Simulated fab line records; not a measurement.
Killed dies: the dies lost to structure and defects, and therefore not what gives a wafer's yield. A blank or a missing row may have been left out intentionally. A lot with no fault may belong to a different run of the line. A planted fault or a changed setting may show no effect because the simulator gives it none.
Which tool did it? ; flow nand harc ; Sampling: 24 lots, 72 wafers, 6 of 1159 route steps

WHAT EACH GAUGE READ, for each wafer
The record lacks any reading of a measuring or inspecting step that a usual standard deviation could be used to judge.

EACH LOT AND THE TOOL THAT RAN IT (in order: tool; ch and the chambers of the sampled wafers; start)
lot;NHARC_A_STAIRCASE_STRIP_175;NHARC_A_STAIRCASE_ETCH_194;NHARC_A_STAIRCASE_TRIM_196;NHARC_A_STAIRCASE_STRIP_205;NHARC_A_STAIRCASE_ETCH_225;NHARC_A_STAIRCASE_ETCH_230
L074;plasma asher-01 ch 0,1, day 10 13:32;rie diel-03 ch 1,2,3, day 10 16:43 or earlier;rie diel-03 ch 1,2,3, day 10 16:43;plasma asher-01 ch 0,1, day 10 18:29;rie diel-03 ch 0,1,3, no start;rie diel-07 ch 0,2,3, no start
L076;plasma asher-01 ch 0,1, day 11 05:28;rie diel-07 ch 2,3, day 11 08:08 or earlier;rie diel-03 ch 1,2,3, day 11 08:08;plasma asher-01 ch 0,1, day 11 10:07;rie diel-07 ch 0,2,3, no start;rie diel-07 ch 0,1, no start
L075;plasma asher-01 ch 1, day 11 06:10;rie diel-02 ch 0,3, day 11 10:20 or earlier;rie diel-07 ch 2,3, day 11 10:20;plasma asher-01 ch 1, day 11 11:27;rie diel-03 ch 2,3, no start;rie diel-03 ch 0,2,3, no start
L077;plasma asher-02 ch 0,1, day 11 06:19;rie diel-02 ch 1,2,3, day 11 10:31 or earlier;rie diel-02 ch 0,2, day 11 10:31;plasma asher-01 ch 0,1, day 11 11:41;rie diel-07 ch 0,1,3, no start;rie diel-07 ch 0,2,3, no start
L079;plasma asher-02 ch 0,1, day 11 13:33;rie diel-02 ch 0,1, day 11 16:11 or earlier;rie diel-02 ch 0,1,3, day 11 16:11;plasma asher-01 ch 0,1, day 11 17:36;rie diel-07 ch 0,2, no start;rie diel-02 ch 0,1,3, no start
L080;plasma asher-01 ch 0,1, day 11 13:44;rie diel-03 ch 0,2, day 11 16:23 or earlier;rie diel-07 ch 0,1,3, day 11 16:23;plasma asher-02 ch 0, day 11 17:46;rie diel-03 ch 1,2, no start;rie diel-02 ch 0,1, no start
L078;plasma asher-01 ch 0,1, day 11 20:23;rie diel-03 ch 0,1,2, day 11 23:12 or earlier;rie diel-02 ch 0,3, day 11 23:12;plasma asher-01 ch 0,1, day 12 00:26;rie diel-03 ch 1,2,3, no start;rie diel-07 ch 1,2,3, no start
L081;plasma asher-02 ch 0,1, day 12 15:52;rie diel-03 ch 0,1,2, day 12 18:22 or earlier;rie diel-03 ch 0,1,2, day 12 18:22;plasma asher-02 ch 0,1, day 12 19:51;rie diel-02 ch 1,2,3, no start;rie diel-02 ch 0,1,3, no start
L083;plasma asher-02 ch 0,1, day 13 00:38;rie diel-02 ch 0,1,2, day 13 03:16 or earlier;rie diel-02 ch 1,3, day 13 03:16;plasma asher-01 ch 0,1, day 13 04:21;rie diel-02 ch 0,1,3, no start;rie diel-02 ch 0,2,3, no start
L082;plasma asher-01 ch 0,1, day 13 00:58;rie diel-03 ch 1,2,3, day 13 03:32 or earlier;rie diel-03 ch 2,3, day 13 03:32;plasma asher-02 ch 0,1, day 13 04:39;rie diel-03 ch 2,3, no start;rie diel-03 ch 1,2, no start
L084;plasma asher-01 ch 0,1, day 13 12:57;rie diel-02 ch 0,1,2, day 13 15:26 or earlier;rie diel-02 ch 0,1, day 13 15:26;plasma asher-01 ch 0,1, day 13 16:35;rie diel-07 ch 0,3, no start;rie diel-07 ch 0,1,3, no start
L085;plasma asher-01 ch 0,1, day 13 18:07;rie diel-03 ch 0,1,2, day 13 21:23 or earlier;rie diel-02 ch 0,3, day 13 21:23;plasma asher-01 ch 1, day 13 22:44;rie diel-02 ch 1,2,3, no start;rie diel-02 ch 1,2, no start
L086;plasma asher-02 ch 0,1, day 13 22:24;rie diel-03 ch 1,2,3, day 14 02:10 or earlier;rie diel-03 ch 1,2,3, day 14 02:10;plasma asher-01 ch 0,1, day 14 03:51;rie diel-03 ch 0,1,2, no start;rie diel-02 ch 0,1,3, no start
L087;plasma asher-01 ch 0,1, day 14 00:44;rie diel-07 ch 0,2,3, day 14 05:02 or earlier;rie diel-02 ch 0,1,3, day 14 05:02;plasma asher-02 ch 0,1, day 14 06:09;rie diel-02 ch 0,2,3, no start;rie diel-07 ch 1,2, no start
L088;plasma asher-01 ch 0, day 14 04:28;rie diel-07 ch 0,1, day 14 07:04 or earlier;rie diel-07 ch 0,2,3, day 14 07:04;plasma asher-01 ch 1, day 14 08:15;rie diel-02 ch 1,2,3, no start;rie diel-02 ch 0,1, no start
L090;plasma asher-02 ch 1, day 14 19:58;rie diel-07 ch 0,1, day 14 22:57 or earlier;rie diel-07 ch 2,3, day 14 22:57;plasma asher-02 ch 0,1, day 15 00:46;rie diel-02 ch 1,3, no start;rie diel-02 ch 0,2,3, no start
L089;plasma asher-02 ch 0,1, day 14 20:29;rie diel-07 ch 2,3, day 14 23:57 or earlier;rie diel-03 ch 0,1,2, day 14 23:57;plasma asher-01 ch 0,1, day 15 01:14;rie diel-03 ch 0,1, no start;rie diel-03 ch 1,3, no start
L092;plasma asher-02 ch 1, day 15 08:09;rie diel-07 ch 2,3, day 15 10:55 or earlier;rie diel-02 ch 2,3, day 15 10:55;plasma asher-02 ch 0,1, day 15 12:00;rie diel-03 ch 1,3, no start;rie diel-02 ch 1,2,3, no start
L091;plasma asher-02 ch 0,1, day 15 09:44;rie diel-07 ch 0,3, day 15 12:31 or earlier;rie diel-07 ch 0,1,3, day 15 12:31;plasma asher-01 ch 0,1, day 15 14:04;rie diel-03 ch 1,2,3, no start;rie diel-07 ch 0,1,2, no start
L094;plasma asher-01 ch 0,1, day 15 21:30;rie diel-02 ch 0,1,2, day 16 00:12 or earlier;rie diel-07 ch 1,2,3, day 16 00:12;plasma asher-01 ch 0,1, day 16 02:48;rie diel-03 ch 1,2,3, no start;rie diel-02 ch 1,2,3, no start
L095;plasma asher-02 ch 0,1, day 15 21:43;rie diel-03 ch 0,2,3, day 16 02:54 or earlier;rie diel-07 ch 0,1,3, day 16 02:54;plasma asher-01 ch 0,1, day 16 05:20;rie diel-07 ch 1,2,3, no start;rie diel-02 ch 0,2,3, no start
L093;plasma asher-01 ch 0,1, day 16 07:11;rie diel-03 ch 1,2,3, day 16 10:14 or earlier;rie diel-03 ch 2,3, day 16 10:14;plasma asher-02 ch 0,1, day 16 12:10;rie diel-03 ch 0,2,3, no start;rie diel-03 ch 0,1,3, no start
L096;plasma asher-02 ch 0,1, day 16 11:07;rie diel-02 ch 1,2, day 16 13:40 or earlier;rie diel-02 ch 0,2,3, day 16 13:40;plasma asher-02 ch 0,1, day 16 17:27;rie diel-02 ch 0,1,2, no start;rie diel-07 ch 0,3, no start
L097;plasma asher-01 ch 0,1, day 16 18:32;rie diel-03 ch 1,3, day 16 21:17 or earlier;rie diel-02 ch 0,1,2, day 16 21:17;plasma asher-01 ch 0,1, day 16 22:21;rie diel-07 ch 2,3, no start;rie diel-07 ch 0,3, no start
- NHARC_A_STAIRCASE_STRIP_175: strips in O2.
- NHARC_A_STAIRCASE_ETCH_194: etches the open film in C4F8/O2, target depth 100 nm, time 40.5 s.
- NHARC_A_STAIRCASE_TRIM_196: chemistry O2, time 211.2 s.
- NHARC_A_STAIRCASE_STRIP_205: strips in O2.
- NHARC_A_STAIRCASE_ETCH_225: etches the open film in C4F8/O2, target depth 100 nm, time 40.5 s.
- NHARC_A_STAIRCASE_ETCH_230: etches the open film in C4F8/O2, target depth 100 nm, time 40.5 s.

AS READ BY THE TOOLS THEMSELVES (means over the sampled wafers that have a number; for cases with no such wafer, the mark the record gives instead)
NHARC_A_STAIRCASE_STRIP_175. Usual: drypump motor current A 6.0 A, standard deviation 0.32; heater power w 302 W, standard deviation 18.
lot;tool;drypump motor current A (A);heater power w (W);flag
L074;plasma asher-01;5.8;313;
L076;plasma asher-01;5.8;314;
L075;plasma asher-01;5.6;326;
L077;plasma asher-02;6.2;293;
L079;plasma asher-02;6.1;299;
L080;plasma asher-01;5.8;309;
L078;plasma asher-01;5.8;310;
L081;plasma asher-02;6.2;300;
L083;plasma asher-02;6.1;296;
L082;plasma asher-01;6.0;303;
L084;plasma asher-01;6.1;303;
L085;plasma asher-01;5.8;309;
L086;plasma asher-02;6.1;298;
L087;plasma asher-01;6.1;295;
L088;plasma asher-01;6.3;279;
L090;plasma asher-02;6.4;297;
L089;plasma asher-02;6.2;300;
L092;plasma asher-02;6.4;297;
L091;plasma asher-02;6.2;298;
L094;plasma asher-01;5.8;314;
L095;plasma asher-02;6.2;301;
L093;plasma asher-01;6.0;301;
L096;plasma asher-02;6.1;303;
L097;plasma asher-01;5.8;312;

NHARC_A_STAIRCASE_ETCH_194. Usual: oes product au 0.942 a.u., standard deviation 0.011; rf vpp V 896 V, standard deviation 5.8.
lot;tool;oes product au (a.u.);rf vpp V (V);flag
L074;rie diel-03;0.939;900;
L076;rie diel-07;0.944;896;
L075;rie diel-02;0.939;892;
L077;rie diel-02;0.955;891;
L079;rie diel-02;0.958;891;
L080;rie diel-03;0.953;899;
L078;rie diel-03;0.946;901;
L081;rie diel-03;0.945;900;
L083;rie diel-02;0.956;890;
L082;rie diel-03;0.951;900;
L084;rie diel-02;0.944;890;
L085;rie diel-03;0.941;899;
L086;rie diel-03;0.934;900;
L087;rie diel-07;0.952;898;
L088;rie diel-07;0.921;893;
L090;rie diel-07;0.928;900;
L089;rie diel-07;0.929;896;
L092;rie diel-07;0.938;893;
L091;rie diel-07;0.931;903;
L094;rie diel-02;0.932;889;
L095;rie diel-03;0.951;899;
L093;rie diel-03;0.939;901;
L096;rie diel-02;0.937;888;
L097;rie diel-03;0.939;900;

NHARC_A_STAIRCASE_TRIM_196. Usual: drypump motor current A 5.7 A, standard deviation 0.35; oes product au 1.000 a.u., standard deviation 0.0078; rf vpp V 57.8 V, standard deviation 0.91; showerhead plenum p Torr 3.50 Torr, standard deviation 0.16; throttle valve pct 17.038 %, standard deviation 0.0085.
lot;tool;drypump motor current A (A);oes product au (a.u.);rf vpp V (V);showerhead plenum p Torr (Torr);throttle valve pct (%);flag
L074;rie diel-03;5.9;0.995;58.1;3.67;17.037;
L076;rie diel-03;5.9;1.010;58.5;3.67;17.040;
L075;rie diel-07;5.8;0.998;57.3;3.53;17.030;
L077;rie diel-02;5.8;1.002;57.6;3.42;17.037;
L079;rie diel-02;5.4;0.999;57.7;3.39;17.042;
L080;rie diel-07;5.9;0.989;58.7;3.58;17.041;
L078;rie diel-02;5.6;1.001;57.4;3.43;17.042;
L081;rie diel-03;5.7;0.999;57.4;3.65;17.030;
L083;rie diel-02;5.3;1.009;57.5;3.34;17.035;
L082;rie diel-03;5.9;1.004;58.3;3.60;17.041;
L084;rie diel-02;5.8;1.007;57.2;3.41;17.037;
L085;rie diel-02;5.6;1.004;57.3;3.42;17.038;
L086;rie diel-03;5.9;0.995;58.6;3.65;17.038;
L087;rie diel-02;5.4;1.011;58.4;3.38;17.039;
L088;rie diel-07;6.0;1.000;58.1;3.58;17.040;
L090;rie diel-07;5.8;1.003;58.2;3.52;17.039;
L089;rie diel-03;5.7;0.993;58.2;3.64;17.034;
L092;rie diel-02;5.3;0.997;58.4;3.33;17.044;
L091;rie diel-07;5.9;1.003;58.3;3.57;17.035;
L094;rie diel-07;5.8;0.997;56.9;3.42;17.022;
L095;rie diel-07;5.9;0.987;57.8;3.57;17.039;
L093;rie diel-03;5.9;1.009;59.1;3.59;17.032;
L096;rie diel-02;5.5;0.997;56.6;3.37;17.040;
L097;rie diel-02;5.6;0.996;56.3;3.35;17.032;

NHARC_A_STAIRCASE_STRIP_205. Usual: drypump motor current A 6.0 A, standard deviation 0.32; heater power w 302 W, standard deviation 20.
lot;tool;drypump motor current A (A);heater power w (W);flag
L074;plasma asher-01;6.0;293;
L076;plasma asher-01;6.0;296;
L075;plasma asher-01;5.6;324;
L077;plasma asher-01;5.8;309;
L079;plasma asher-01;6.1;293;
L080;plasma asher-02;5.9;301;
L078;plasma asher-01;6.1;294;
L081;plasma asher-02;6.1;298;
L083;plasma asher-01;6.1;297;
L082;plasma asher-02;6.1;297;
L084;plasma asher-01;5.8;313;
L085;plasma asher-01;5.6;328;
L086;plasma asher-01;5.8;311;
L087;plasma asher-02;6.1;296;
L088;plasma asher-01;5.6;328;
L090;plasma asher-02;6.2;293;
L089;plasma asher-01;6.0;297;
L092;plasma asher-02;6.1;295;
L091;plasma asher-01;6.0;291;
L094;plasma asher-01;5.8;312;
L095;plasma asher-01;6.0;299;
L093;plasma asher-02;6.2;300;
L096;plasma asher-02;6.2;302;
L097;plasma asher-01;6.0;300;

NHARC_A_STAIRCASE_ETCH_225. Usual: oes product au 0.941 a.u., standard deviation 0.01; rf vpp V 896 V, standard deviation 5.8.
lot;tool;oes product au (a.u.);rf vpp V (V);flag
L074;rie diel-03;0.936;901;
L076;rie diel-07;0.950;899;
L075;rie diel-03;0.942;900;
L077;rie diel-07;0.945;897;
L079;rie diel-07;0.929;901;
L080;rie diel-03;0.933;902;
L078;rie diel-03;0.938;900;
L081;rie diel-02;0.945;889;
L083;rie diel-02;0.940;891;
L082;rie diel-03;0.945;898;
L084;rie diel-07;0.948;903;
L085;rie diel-02;0.943;889;
L086;rie diel-03;0.942;900;
L087;rie diel-02;0.939;891;
L088;rie diel-02;0.941;889;
L090;rie diel-02;0.956;889;
L089;rie diel-03;0.938;901;
L092;rie diel-03;0.941;900;
L091;rie diel-03;0.940;901;
L094;rie diel-03;0.934;900;
L095;rie diel-07;0.948;892;
L093;rie diel-03;0.939;897;
L096;rie diel-02;0.936;890;
L097;rie diel-07;0.943;896;

NHARC_A_STAIRCASE_ETCH_230. Usual: oes product au 0.942 a.u., standard deviation 0.018; rf vpp V 894 V, standard deviation 6.2.
lot;tool;oes product au (a.u.);rf vpp V (V);flag
L074;rie diel-07;0.970;899;
L076;rie diel-07;0.932;900;
L075;rie diel-03;0.950;899;
L077;rie diel-07;0.947;898;
L079;rie diel-02;0.925;891;
L080;rie diel-02;0.931;890;
L078;rie diel-07;0.927;892;
L081;rie diel-02;0.941;892;
L083;rie diel-02;0.937;891;
L082;rie diel-03;0.942;902;
L084;rie diel-07;0.955;898;
L085;rie diel-02;0.948;888;
L086;rie diel-02;0.977;890;
L087;rie diel-07;0.957;888;
L088;rie diel-02;0.951;890;
L090;rie diel-02;0.940;889;
L089;rie diel-03;0.935;903;
L092;rie diel-02;0.969;888;
L091;rie diel-07;0.924;895;
L094;rie diel-02;0.914;889;
L095;rie diel-02;0.914;889;
L093;rie diel-03;0.924;900;
L096;rie diel-07;0.957;900;
L097;rie diel-07;0.948;900;

THE ANSWER, worked out from the rows above alone
Rule: lot off if the mean of its wafers having a number is beyond 3 standard deviations from the usual mean. Also off: a lot with no number at a reading for which 4 or more lots have one. The other lots that the step has rows for count as sound. After the gauges, taken in route order, come the tools' own readings; for these a lot's mean is taken, as printed above. The first step at which some lot is off is used, and at that step the reading that is off furthest; a lot without a number counts as furthest.
No lot is off at any reading shown: from this, nothing can be told.

WHAT WAS PUT IN BY THE SIMULATOR
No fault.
